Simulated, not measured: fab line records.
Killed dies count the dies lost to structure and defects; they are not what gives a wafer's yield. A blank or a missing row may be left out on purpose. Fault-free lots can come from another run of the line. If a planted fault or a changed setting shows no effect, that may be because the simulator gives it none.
Lot-split experiment	flow n5Finfet	7 lots, 21 wafers read, on a route of 1938 steps

## THE SPLIT ITSELF
At N5_BEOL_M2_TRENCH_ETCH_37 (etches SiOC in C4F6/O2, target depth 55.555 nm, time 29.2 s), the setting sourceW was moved away from the recipe's 355 W on 6 of the 21 wafers read, by -14.0% to +6.5%. The other wafers ran this setting at the recipe's value.

The split's own step is where the reading is taken.

## THE READING
rfVppV, in V, at N5_BEOL_M2_TRENCH_ETCH_37 (etches SiOC in C4F6/O2, target depth 55.555 nm, time 29.2 s). Typical for fault-free wafers on this fab line: 668 V, with standard deviation 18 V.

wafer	tool, chamber at the split	sourceW as run, W	against the recipe	rfVppV, V	against lot-mates on the recipe
L075.3	rieDiel-03, 2	329	-7.3%	696	+32
L075.5	rieDiel-03, 1	355	recipe	658	-
L075.6	rieDiel-03, 2	355	recipe	670	-
L077.1	rieDiel-02, 3	355	recipe	654	-
L077.2	rieDiel-02, 0	307	-13.5%	698	+48
L077.6	rieDiel-02, 0	355	recipe	647	-
L083.1	rieDiel-02, 3	355	recipe	656	-
L083.3	rieDiel-02, 0	355	recipe	649	-
L083.6	rieDiel-02, 2	355	recipe	655	-
L080.1	rieDiel-03, 1	355	recipe	659	-
L080.3	rieDiel-03, 0	355	recipe	676	-
L080.6	rieDiel-03, 0	355	recipe	675	-
L090.3	rieDiel-04, 3	355	recipe	695	-
L090.5	rieDiel-04, 0	355	recipe	643	-
L090.6	rieDiel-04, 1	333.4	-6.1%	685	+16
L091.2	rieDiel-02, 0	355	recipe	647	-
L091.5	rieDiel-02, 1	305.4	-14.0%	724	+77
L091.6	rieDiel-02, 2	305.4	-14.0%	707	+60
L095.2	rieDiel-02, 2	378	+6.5%	635	-26
L095.3	rieDiel-02, 3	355	recipe	652	-
L095.6	rieDiel-02, 1	355	recipe	669	-

FIT RESULTS
A straight line over all 21 wafers: rfVppV changes by -3.71 V for each +1% of sourceW; r = -0.85; the points scatter about the line by 13 V.
The same after taking each lot's own level away (the mean of its wafers on the recipe; 21 wafers): -4.33 V for each +1%; r = -0.91; scatter 11 V.
That fit puts the effect of the largest move of sourceW on the reading at 61 V.
From 647.0 to 670.0 V: that is the span of the lots' own levels, equal to 1.3 times the standard deviation above.
So the lot-to-lot level changes the slope: the two fits differ.
Check: +54.1 V against its lot-mates is what the line predicts for one of the wafers moved furthest among these (-14.0%) when that wafer is left out of the fit. Against them it came out at +77 V.
Tool readings at the split's step, against how far the setting was moved: rfVppV r = -0.85.

## THE OTHER SPLITS THESE WAFERS WENT THROUGH
Before the reading, these wafers also passed through other splits. Each is held against what the fit with the lots' levels taken away leaves over:
other split on the same wafers	wafers away from the commonest value	r with rfVppV (lot level and that fit taken away)
N5_SDB_COAT_03 spinRpm	10	-0.13
N5_SDB_ALD_29 aldCycles	5	+0.31
N5_HKMG_FIN_ETCH_35 biasW	9	+0.01
N5_MOL_CONTACT_COAG_CONTACT_ETCH_14 sourceW	6	+0.09
N5_MOL_CONTACT_COAG_ALD_131 aldCycles	7	-0.03
N5_MOL_CONTACT_COAG_ETCH_91 sourceW	8	-0.02
N5_BEOL_M0_ETCH_138 sourceW	4	-0.15
N5_BEOL_M0_DEP_125 timeS	5	-0.25

## THE FILE'S OWN FIT
rfVppV changes by -4.11 V for each +1% of sourceW, r = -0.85.
